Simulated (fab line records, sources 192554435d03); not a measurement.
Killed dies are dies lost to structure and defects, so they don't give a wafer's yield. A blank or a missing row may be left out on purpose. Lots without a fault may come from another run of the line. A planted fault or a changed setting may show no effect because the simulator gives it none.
Chamber matching | flow n5_finfet | N5_BEOL_M2_STRIP_19 on rie_diel-04: 4 sister chambers
The step strips in O2. 4 wafers are shown with their chamber, then 7 later ones without.

WAFERS WITH THEIR CHAMBER
wafer  | chamber | drypump_motor_current_A (A)
L661.4 | 3       | 5.5
L663.5 | 1       | 6.3
L669.1 | 2       | 5.9
L669.3 | 0       | 6.1

WAFERS WITHOUT THEIR CHAMBER
wafer  | drypump_motor_current_A (A)
L669.6 | 5.9
L670.2 | 6.2
L670.3 | 6.1
L670.5 | 6.2
L674.1 | 5.5
L674.2 | 6.1
L674.6 | 6.2

WHICH CHAMBER EACH WENT THROUGH
wafer  | from the rows above     | in truth
L669.6 | 2                       | 2
L670.2 | can't be placed: 1 or 0 | 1
L670.3 | 0                       | 0
L670.5 | can't be placed: 1 or 0 | 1
L674.1 | 3                       | 3
L674.2 | 0                       | 0
L674.6 | can't be placed: 1 or 0 | 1
Placed correctly: 4 of 7. Can't be placed from these rows: 3 (the true chamber is among the candidates in 3). Placed wrongly: 0.
How it was worked out, from the rows above alone: a wafer's distance from a chamber is the root of the sum, over the readings, of the square of ((its reading less the chamber's mean) divided by the reading's scatter). The wafer belongs to the nearest chamber; if the next one is less than 2 further off, it can't be placed. A chamber's mean is the mean of its shown wafers. The scatter: with one shown wafer a chamber, the root of the mean of the squares of how far each hidden wafer lies from its nearest shown one.
